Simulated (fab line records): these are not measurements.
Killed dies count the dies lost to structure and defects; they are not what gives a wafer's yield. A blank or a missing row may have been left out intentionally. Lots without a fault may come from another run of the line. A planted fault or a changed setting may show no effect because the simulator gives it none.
Which tool is to blame? :: flow nand-harc :: 24 lots, 72 wafers sampled, at 5 steps of a route of 1302

WHAT THE GAUGES SHOWED, per wafer
NHARC_A_M0_OVL_MEAS_10: pitch 160 nm.
lot: L074
measured: day 22 09:04
on: overlay-02
overlay-x-nm (nm): -0.7 -0.3 -1.0
overlay-y-nm (nm): 1.5 1.7 1.1

lot: L075
measured: day 23 00:55
on: overlay-02
overlay-x-nm (nm): 1.5 1.4 2.1
overlay-y-nm (nm): 0.0 0.8 0.7

lot: L076
measured: day 23 07:11
on: overlay-02
overlay-x-nm (nm): -0.2 0.1 -0.5
overlay-y-nm (nm): -1.1 -1.1 -1.1

lot: L078
measured: day 23 13:50
on: overlay-02
overlay-x-nm (nm): -0.3 0.2 -0.1
overlay-y-nm (nm): 0.1 -0.2 0.0

lot: L077
measured: day 24 07:34
on: overlay-02
overlay-x-nm (nm): -1.4 -0.7 -0.8
overlay-y-nm (nm): 1.0 0.3 0.7

lot: L080
measured: day 25 00:31
on: overlay-01
overlay-x-nm (nm): 0.1 -0.4 0.0
overlay-y-nm (nm): 0.3 0.7 0.4

lot: L079
measured: day 25 08:21
on: overlay-02
overlay-x-nm (nm): 0.6 0.2 0.8
overlay-y-nm (nm): -1.2 -0.5 -0.6

lot: L081
measured: day 25 12:18
on: overlay-02
overlay-x-nm (nm): -0.3 -0.6 -0.6
overlay-y-nm (nm): 1.0 0.3 0.7

lot: L082
measured: day 25 23:47
on: overlay-01
overlay-x-nm (nm): 0.5 0.4 0.6
overlay-y-nm (nm): -1.5 -1.0 -1.0

lot: L084
measured: day 26 14:41
on: overlay-02
overlay-x-nm (nm): -1.1 -0.2 -0.8
overlay-y-nm (nm): -1.5 -0.9 -2.0

lot: L083
measured: day 26 22:08
on: overlay-01
overlay-x-nm (nm): -0.3 -0.7 -0.3
overlay-y-nm (nm): 0.3 0.5 0.5

lot: L086
measured: day 27 02:16
on: overlay-02
overlay-x-nm (nm): 0.6 0.6 0.5
overlay-y-nm (nm): 0.8 0.4 1.4

lot: L085
measured: day 27 03:25
on: overlay-01
overlay-x-nm (nm): -0.1 -0.4 -0.2
overlay-y-nm (nm): -0.1 -0.1 0.7

lot: L088
measured: day 28 10:36
on: overlay-01
overlay-x-nm (nm): 0.3 -0.3 0.0
overlay-y-nm (nm): 0.5 0.1 0.7

lot: L089
measured: day 28 12:17
on: overlay-01
overlay-x-nm (nm): 0.2 -0.3 0.4
overlay-y-nm (nm): 0.8 0.4 0.2

lot: L087
measured: day 28 18:10
on: overlay-01
overlay-x-nm (nm): -0.8 0.1 -0.4
overlay-y-nm (nm): -0.3 -0.4 -0.2

lot: L091
measured: day 29 00:09
on: overlay-01
overlay-x-nm (nm): 0.4 0.6 -0.1
overlay-y-nm (nm): 0.4 0.3 0.6

lot: L090
measured: day 29 00:35
on: overlay-01
overlay-x-nm (nm): -0.8 -0.3 -1.0
overlay-y-nm (nm): -0.4 0.4 0.6

lot: L093
measured: day 30 18:43
on: overlay-01
overlay-x-nm (nm): -2.0 -2.1 -1.6
overlay-y-nm (nm): 0.0 -0.3 -0.7

lot: L092
measured: day 30 20:50
on: overlay-01
overlay-x-nm (nm): 0.3 0.6 0.4
overlay-y-nm (nm): 0.7 0.2 0.4

lot: L094
measured: day 31 03:17
on: overlay-01
overlay-x-nm (nm): 1.1 1.0 0.7
overlay-y-nm (nm): -0.8 -1.0 -0.3

lot: L095
measured: day 31 11:35
on: overlay-01
overlay-x-nm (nm): -1.7 -1.9 -1.5
overlay-y-nm (nm): 1.0 1.3 0.6

lot: L096
measured: day 31 19:35
on: overlay-02
overlay-x-nm (nm): 2.0 2.1 1.9
overlay-y-nm (nm): -1.9 -2.7 -2.9

lot: L097
measured: day 32 05:10
on: overlay-02
overlay-x-nm (nm): -0.2 -1.1 -0.2
overlay-y-nm (nm): -0.2 -0.2 -0.1

NHARC_A_M1_INSPECT_11.
lot: L074
measured: day 22 13:04
on: defect-inspect-01
raw-defect-count: 144 136 153

lot: L075
measured: day 23 04:59
on: defect-inspect-02
raw-defect-count: 56 62 79

lot: L076
measured: day 23 11:15
on: defect-inspect-02
raw-defect-count: 108 113 127

lot: L078
measured: day 23 18:24
on: defect-inspect-01
raw-defect-count: 126 114 102

lot: L077
measured: day 24 11:40
on: defect-inspect-02
raw-defect-count: 115 94 96

lot: L080
measured: day 25 04:37
on: defect-inspect-01
raw-defect-count: 80 75 67

lot: L079
measured: day 25 12:19
on: defect-inspect-01
raw-defect-count: 69 69 74

lot: L081
measured: day 25 16:21
on: defect-inspect-01
raw-defect-count: 74 60 53

lot: L082
measured: day 26 03:53
on: defect-inspect-01
raw-defect-count: 160 189 163

lot: L084
measured: day 26 18:46
on: defect-inspect-01
raw-defect-count: 66 71 78

lot: L083
measured: day 27 02:04
on: defect-inspect-01
raw-defect-count: 123 142 132

lot: L086
measured: day 27 06:36
on: defect-inspect-02
raw-defect-count: 54 52 53

lot: L085
measured: day 27 07:30
on: defect-inspect-01
raw-defect-count: 116 111 108

lot: L088
measured: day 28 14:37
on: defect-inspect-01
raw-defect-count: 43 49 42

lot: L089
measured: day 28 16:23
on: defect-inspect-02
raw-defect-count: 116 116 132

lot: L087
measured: day 28 22:18
on: defect-inspect-02
raw-defect-count: 92 96 99

lot: L091
measured: day 29 04:18
on: defect-inspect-01
raw-defect-count: 168 157 157

lot: L090
measured: day 29 04:47
on: defect-inspect-02
raw-defect-count: 36 26 18

lot: L093
measured: day 30 22:42
on: defect-inspect-01
raw-defect-count: 97 116 117

lot: L092
measured: day 31 00:57
on: defect-inspect-01
raw-defect-count: 40 29 39

lot: L094
measured: day 31 07:16
on: defect-inspect-01
raw-defect-count: 139 125 124

lot: L095
measured: day 31 15:43
on: defect-inspect-02
raw-defect-count: 51 36 35

lot: L096
measured: day 31 23:47
on: defect-inspect-01
raw-defect-count: 65 61 70

lot: L097
measured: day 32 09:50
on: defect-inspect-01
raw-defect-count: 73 67 61

WHAT TOOL EACH LOT RAN ON (gives the tool, then ch and the chambers of the sampled wafers, and finally the start)
lot: L074
NHARC_A_BLC_STRIP_29: rie-diel-03 ch 1,2, day 22 06:10
NHARC_A_BLC_PVD_32: pvd-sputter-02, day 22 09:04 or earlier
NHARC_A_M0_DEGAS_28: pvd-sputter-01, day 22 10:06

lot: L075
NHARC_A_BLC_STRIP_29: rie-diel-03 ch 1,2, day 22 22:07
NHARC_A_BLC_PVD_32: pvd-sputter-01, day 23 00:55 or earlier
NHARC_A_M0_DEGAS_28: pvd-sputter-02, day 23 01:56

lot: L076
NHARC_A_BLC_STRIP_29: rie-diel-11 ch 0,1, day 23 04:10
NHARC_A_BLC_PVD_32: pvd-sputter-01, day 23 07:11 or earlier
NHARC_A_M0_DEGAS_28: pvd-sputter-02, day 23 08:12

lot: L078
NHARC_A_BLC_STRIP_29: rie-diel-03 ch 1,2,3, day 23 10:20
NHARC_A_BLC_PVD_32: pvd-sputter-01, day 23 13:50 or earlier
NHARC_A_M0_DEGAS_28: pvd-sputter-03, day 23 14:55

lot: L077
NHARC_A_BLC_STRIP_29: rie-diel-11 ch 1,3, day 24 04:40
NHARC_A_BLC_PVD_32: pvd-sputter-03, day 24 07:34 or earlier
NHARC_A_M0_DEGAS_28: pvd-sputter-03, day 24 08:35

lot: L080
NHARC_A_BLC_STRIP_29: rie-diel-03 ch 0,2, day 24 21:35
NHARC_A_BLC_PVD_32: pvd-sputter-01, day 25 00:31 or earlier
NHARC_A_M0_DEGAS_28: pvd-sputter-03, day 25 01:33

lot: L079
NHARC_A_BLC_STRIP_29: rie-diel-03 ch 1,2,3, day 25 05:35
NHARC_A_BLC_PVD_32: pvd-sputter-03, day 25 08:21 or earlier
NHARC_A_M0_DEGAS_28: pvd-sputter-03, day 25 09:22

lot: L081
NHARC_A_BLC_STRIP_29: rie-diel-11 ch 1,2, day 25 09:22
NHARC_A_BLC_PVD_32: pvd-sputter-02, day 25 12:18 or earlier
NHARC_A_M0_DEGAS_28: pvd-sputter-01, day 25 13:19

lot: L082
NHARC_A_BLC_STRIP_29: rie-diel-03 ch 1,2, day 25 20:55
NHARC_A_BLC_PVD_32: pvd-sputter-02, day 25 23:47 or earlier
NHARC_A_M0_DEGAS_28: pvd-sputter-01, day 26 00:49

lot: L084
NHARC_A_BLC_STRIP_29: rie-diel-03 ch 1,2,3, day 26 11:44
NHARC_A_BLC_PVD_32: pvd-sputter-02, day 26 14:41 or earlier
NHARC_A_M0_DEGAS_28: pvd-sputter-02, day 26 15:42

lot: L083
NHARC_A_BLC_STRIP_29: rie-diel-11 ch 0,3, day 26 19:13
NHARC_A_BLC_PVD_32: pvd-sputter-02, day 26 22:08 or earlier
NHARC_A_M0_DEGAS_28: pvd-sputter-03, day 26 23:09

lot: L086
NHARC_A_BLC_STRIP_29: rie-diel-03 ch 0,2,3, day 26 23:31
NHARC_A_BLC_PVD_32: pvd-sputter-02, day 27 02:16 or earlier
NHARC_A_M0_DEGAS_28: pvd-sputter-03, day 27 03:17

lot: L085
NHARC_A_BLC_STRIP_29: rie-diel-03 ch 1,3, day 27 00:38
NHARC_A_BLC_PVD_32: pvd-sputter-02, day 27 03:25 or earlier
NHARC_A_M0_DEGAS_28: pvd-sputter-02, day 27 04:26

lot: L088
NHARC_A_BLC_STRIP_29: rie-diel-03 ch 0,3, day 28 07:41
NHARC_A_BLC_PVD_32: pvd-sputter-03, day 28 08:23
NHARC_A_M0_DEGAS_28: pvd-sputter-01, day 28 11:37

lot: L089
NHARC_A_BLC_STRIP_29: rie-diel-11 ch 2,3, day 28 09:23
NHARC_A_BLC_PVD_32: pvd-sputter-03, day 28 12:17 or earlier
NHARC_A_M0_DEGAS_28: pvd-sputter-03, day 28 13:18

lot: L087
NHARC_A_BLC_STRIP_29: rie-diel-03 ch 0,2,3, day 28 15:16
NHARC_A_BLC_PVD_32: pvd-sputter-01, day 28 18:10 or earlier
NHARC_A_M0_DEGAS_28: pvd-sputter-02, day 28 19:11

lot: L091
NHARC_A_BLC_STRIP_29: rie-diel-11 ch 2,3, day 28 21:21
NHARC_A_BLC_PVD_32: pvd-sputter-03, day 29 00:09 or earlier
NHARC_A_M0_DEGAS_28: pvd-sputter-02, day 29 01:11

lot: L090
NHARC_A_BLC_STRIP_29: rie-diel-11 ch 0,2,3, day 28 21:41
NHARC_A_BLC_PVD_32: pvd-sputter-01, day 29 00:35 or earlier
NHARC_A_M0_DEGAS_28: pvd-sputter-03, day 29 01:37

lot: L093
NHARC_A_BLC_STRIP_29: rie-diel-11 ch 0,1, day 30 15:47
NHARC_A_BLC_PVD_32: pvd-sputter-01, day 30 18:43 or earlier
NHARC_A_M0_DEGAS_28: pvd-sputter-03, day 30 19:45

lot: L092
NHARC_A_BLC_STRIP_29: rie-diel-11 ch 1,3, day 30 18:01
NHARC_A_BLC_PVD_32: pvd-sputter-02, day 30 20:50 or earlier
NHARC_A_M0_DEGAS_28: pvd-sputter-02, day 30 21:51

lot: L094
NHARC_A_BLC_STRIP_29: rie-diel-11 ch 1,2,3, day 31 00:23
NHARC_A_BLC_PVD_32: pvd-sputter-03, day 31 03:17 or earlier
NHARC_A_M0_DEGAS_28: pvd-sputter-02, day 31 04:19

lot: L095
NHARC_A_BLC_STRIP_29: rie-diel-03 ch 0,3, day 31 08:50
NHARC_A_BLC_PVD_32: pvd-sputter-01, day 31 11:35 or earlier
NHARC_A_M0_DEGAS_28: pvd-sputter-02, day 31 12:37

lot: L096
NHARC_A_BLC_STRIP_29: rie-diel-11 ch 0,1,3, day 31 16:32
NHARC_A_BLC_PVD_32: pvd-sputter-01, day 31 19:35 or earlier
NHARC_A_M0_DEGAS_28: pvd-sputter-01, day 31 20:40

lot: L097
NHARC_A_BLC_STRIP_29: rie-diel-11 ch 2,3, day 32 02:15
NHARC_A_BLC_PVD_32: pvd-sputter-01, day 32 05:10 or earlier
NHARC_A_M0_DEGAS_28: pvd-sputter-01, day 32 06:19
- NHARC_A_BLC_STRIP_29: strips in CF4.
- NHARC_A_BLC_PVD_32: deposits Ti, target thk 5 nm, time 17.7 s.
- NHARC_A_M0_DEGAS_28: time 60 s.

AS READ BY THE TOOLS THEMSELVES (means over the sampled wafers that have a number; for cases with no such wafer, the mark the record gives instead)
NHARC_A_BLC_STRIP_29.
lot: L074
tool: rie-diel-03
drypump-motor-current-A (A): 5.3
oes-product-au (a.u.): 0.993
rf-vpp-V (V): 58.8
showerhead-plenum-p-Torr (Torr): 1.74
throttle-valve-pct (%): 13.282

lot: L075
tool: rie-diel-03
drypump-motor-current-A (A): 5.2
oes-product-au (a.u.): 0.987
rf-vpp-V (V): 58.7
showerhead-plenum-p-Torr (Torr): 1.73
throttle-valve-pct (%): 13.277

lot: L076
tool: rie-diel-11
drypump-motor-current-A (A): 6.1
oes-product-au (a.u.): 1.002
rf-vpp-V (V): 58.1
showerhead-plenum-p-Torr (Torr): 1.73
throttle-valve-pct (%): 13.292

lot: L078
tool: rie-diel-03
drypump-motor-current-A (A): 5.2
oes-product-au (a.u.): 1.001
rf-vpp-V (V): 59.2
showerhead-plenum-p-Torr (Torr): 1.74
throttle-valve-pct (%): 13.286

lot: L077
tool: rie-diel-11
drypump-motor-current-A (A): 6.4
oes-product-au (a.u.): 1.002
rf-vpp-V (V): 60.1
showerhead-plenum-p-Torr (Torr): 1.75
throttle-valve-pct (%): 13.292

lot: L080
tool: rie-diel-03
drypump-motor-current-A (A): 5.3
oes-product-au (a.u.): 1.013
rf-vpp-V (V): 58.9
showerhead-plenum-p-Torr (Torr): 1.69
throttle-valve-pct (%): 13.286

lot: L079
tool: rie-diel-03
drypump-motor-current-A (A): 5.2
oes-product-au (a.u.): 0.993
rf-vpp-V (V): 58.5
showerhead-plenum-p-Torr (Torr): 1.74
throttle-valve-pct (%): 13.282

lot: L081
tool: rie-diel-11
drypump-motor-current-A (A): 5.9
oes-product-au (a.u.): 0.990
rf-vpp-V (V): 59.0
showerhead-plenum-p-Torr (Torr): 1.73
throttle-valve-pct (%): 13.284

lot: L082
tool: rie-diel-03
drypump-motor-current-A (A): 5.1
oes-product-au (a.u.): 0.987
rf-vpp-V (V): 59.6
showerhead-plenum-p-Torr (Torr): 1.73
throttle-valve-pct (%): 13.282

lot: L084
tool: rie-diel-03
drypump-motor-current-A (A): 5.2
oes-product-au (a.u.): 0.988
rf-vpp-V (V): 58.8
showerhead-plenum-p-Torr (Torr): 1.74
throttle-valve-pct (%): 13.282

lot: L083
tool: rie-diel-11
drypump-motor-current-A (A): 6.0
oes-product-au (a.u.): 1.014
rf-vpp-V (V): 59.4
showerhead-plenum-p-Torr (Torr): 1.72
throttle-valve-pct (%): 13.279

lot: L086
tool: rie-diel-03
drypump-motor-current-A (A): 5.2
oes-product-au (a.u.): 1.004
rf-vpp-V (V): 59.5
showerhead-plenum-p-Torr (Torr): 1.72
throttle-valve-pct (%): 13.285

lot: L085
tool: rie-diel-03
drypump-motor-current-A (A): 5.3
oes-product-au (a.u.): 0.997
rf-vpp-V (V): 59.6
showerhead-plenum-p-Torr (Torr): 1.76
throttle-valve-pct (%): 13.282

lot: L088
tool: rie-diel-03
drypump-motor-current-A (A): 5.3
oes-product-au (a.u.): 1.012
rf-vpp-V (V): 59.0
showerhead-plenum-p-Torr (Torr): 1.73
throttle-valve-pct (%): 13.294

lot: L089
tool: rie-diel-11
drypump-motor-current-A (A): 5.7
oes-product-au (a.u.): 1.011
rf-vpp-V (V): 59.6
showerhead-plenum-p-Torr (Torr): 1.72
throttle-valve-pct (%): 13.289

lot: L087
tool: rie-diel-03
drypump-motor-current-A (A): 5.2
oes-product-au (a.u.): 1.010
rf-vpp-V (V): 59.1
showerhead-plenum-p-Torr (Torr): 1.72
throttle-valve-pct (%): 13.284

lot: L091
tool: rie-diel-11
drypump-motor-current-A (A): 5.3
oes-product-au (a.u.): 0.998
rf-vpp-V (V): 58.6
showerhead-plenum-p-Torr (Torr): 1.70
throttle-valve-pct (%): 13.285

lot: L090
tool: rie-diel-11
drypump-motor-current-A (A): 5.5
oes-product-au (a.u.): 1.014
rf-vpp-V (V): 59.8
showerhead-plenum-p-Torr (Torr): 1.70
throttle-valve-pct (%): 13.281

lot: L093
tool: rie-diel-11
drypump-motor-current-A (A): 5.8
oes-product-au (a.u.): 1.022
rf-vpp-V (V): 59.3
showerhead-plenum-p-Torr (Torr): 1.70
throttle-valve-pct (%): 13.290

lot: L092
tool: rie-diel-11
drypump-motor-current-A (A): 6.4
oes-product-au (a.u.): 1.001
rf-vpp-V (V): 60.1
showerhead-plenum-p-Torr (Torr): 1.74
throttle-valve-pct (%): 13.278

lot: L094
tool: rie-diel-11
drypump-motor-current-A (A): 5.8
oes-product-au (a.u.): 0.998
rf-vpp-V (V): 58.0
showerhead-plenum-p-Torr (Torr): 1.72
throttle-valve-pct (%): 13.293

lot: L095
tool: rie-diel-03
drypump-motor-current-A (A): 5.3
oes-product-au (a.u.): 1.024
rf-vpp-V (V): 58.9
showerhead-plenum-p-Torr (Torr): 1.73
throttle-valve-pct (%): 13.284

lot: L096
tool: rie-diel-11
drypump-motor-current-A (A): 6.1
oes-product-au (a.u.): 1.013
rf-vpp-V (V): 58.8
showerhead-plenum-p-Torr (Torr): 1.72
throttle-valve-pct (%): 13.284

lot: L097
tool: rie-diel-11
drypump-motor-current-A (A): 5.3
oes-product-au (a.u.): 1.008
rf-vpp-V (V): 58.9
showerhead-plenum-p-Torr (Torr): 1.70
throttle-valve-pct (%): 13.297

NHARC_A_BLC_PVD_32.
lot: L074
tool: pvd-sputter-02
throttle-valve-pct (%): 30.8

lot: L075
tool: pvd-sputter-01
throttle-valve-pct (%): 31.0

lot: L076
tool: pvd-sputter-01
throttle-valve-pct (%): 29.8

lot: L078
tool: pvd-sputter-01
throttle-valve-pct (%): 30.1

lot: L077
tool: pvd-sputter-03
throttle-valve-pct (%): 29.5

lot: L080
tool: pvd-sputter-01
throttle-valve-pct (%): 30.1

lot: L079
tool: pvd-sputter-03
throttle-valve-pct (%): 28.8

lot: L081
tool: pvd-sputter-02
throttle-valve-pct (%): 31.1

lot: L082
tool: pvd-sputter-02
throttle-valve-pct (%): 31.0

lot: L084
tool: pvd-sputter-02
throttle-valve-pct (%): 31.1

lot: L083
tool: pvd-sputter-02
throttle-valve-pct (%): 30.9

lot: L086
tool: pvd-sputter-02
throttle-valve-pct (%): 30.7

lot: L085
tool: pvd-sputter-02
throttle-valve-pct (%): 30.8

lot: L088
tool: pvd-sputter-03
throttle-valve-pct (%): 29.9

lot: L089
tool: pvd-sputter-03
throttle-valve-pct (%): 29.2

lot: L087
tool: pvd-sputter-01
throttle-valve-pct (%): 30.1

lot: L091
tool: pvd-sputter-03
throttle-valve-pct (%): 29.5

lot: L090
tool: pvd-sputter-01
throttle-valve-pct (%): 30.3

lot: L093
tool: pvd-sputter-01
throttle-valve-pct (%): 30.0

lot: L092
tool: pvd-sputter-02
throttle-valve-pct (%): 30.9

lot: L094
tool: pvd-sputter-03
throttle-valve-pct (%): 29.5

lot: L095
tool: pvd-sputter-01
throttle-valve-pct (%): 30.1

lot: L096
tool: pvd-sputter-01
throttle-valve-pct (%): 30.0

lot: L097
tool: pvd-sputter-01
throttle-valve-pct (%): 30.2

NHARC_A_M0_DEGAS_28.
lot: L074
tool: pvd-sputter-01
heater-power-w (W): 327

lot: L075
tool: pvd-sputter-02
heater-power-w (W): 334

lot: L076
tool: pvd-sputter-02
heater-power-w (W): 329

lot: L078
tool: pvd-sputter-03
heater-power-w (W): 359

lot: L077
tool: pvd-sputter-03
heater-power-w (W): 347

lot: L080
tool: pvd-sputter-03
heater-power-w (W): 360

lot: L079
tool: pvd-sputter-03
heater-power-w (W): 340

lot: L081
tool: pvd-sputter-01
heater-power-w (W): 335

lot: L082
tool: pvd-sputter-01
heater-power-w (W): 311

lot: L084
tool: pvd-sputter-02
heater-power-w (W): 323

lot: L083
tool: pvd-sputter-03
heater-power-w (W): 344

lot: L086
tool: pvd-sputter-03
heater-power-w (W): 333

lot: L085
tool: pvd-sputter-02
heater-power-w (W): 351

lot: L088
tool: pvd-sputter-01
heater-power-w (W): 319

lot: L089
tool: pvd-sputter-03
heater-power-w (W): 348

lot: L087
tool: pvd-sputter-02
heater-power-w (W): 325

lot: L091
tool: pvd-sputter-02
heater-power-w (W): 342

lot: L090
tool: pvd-sputter-03
heater-power-w (W): 344

lot: L093
tool: pvd-sputter-03
heater-power-w (W): 341

lot: L092
tool: pvd-sputter-02
heater-power-w (W): 345

lot: L094
tool: pvd-sputter-02
heater-power-w (W): 329

lot: L095
tool: pvd-sputter-02
heater-power-w (W): 338

lot: L096
tool: pvd-sputter-01
heater-power-w (W): 303

lot: L097
tool: pvd-sputter-01
heater-power-w (W): 322

THE ANSWER, worked out from the rows above alone
Rule: the usual values come from the lots themselves. The widest of any qualifying gaps counts: lots, ordered by their means at a reading, are off when they make up no more than a third of the lots, leave a main group of 4 or more, and stand apart from it by 3 or more times the standard deviation of that group's means. Not used: any main group whose means are identical at the precision the tables above print for the reading. Also off: a lot with no number at a reading for which 4 or more lots have one. All remaining lots with rows at the step are treated as sound. Order of review: gauges by route order, followed by the tools' own readings, for which a lot's mean as printed above is used. At the first step where some lot is off, the reading lying furthest off is the one used; lots without a number count as furthest.
Across all readings shown, no lot is off: no conclusion can be drawn from this.

WHAT WAS PUT IN BY THE SIMULATOR
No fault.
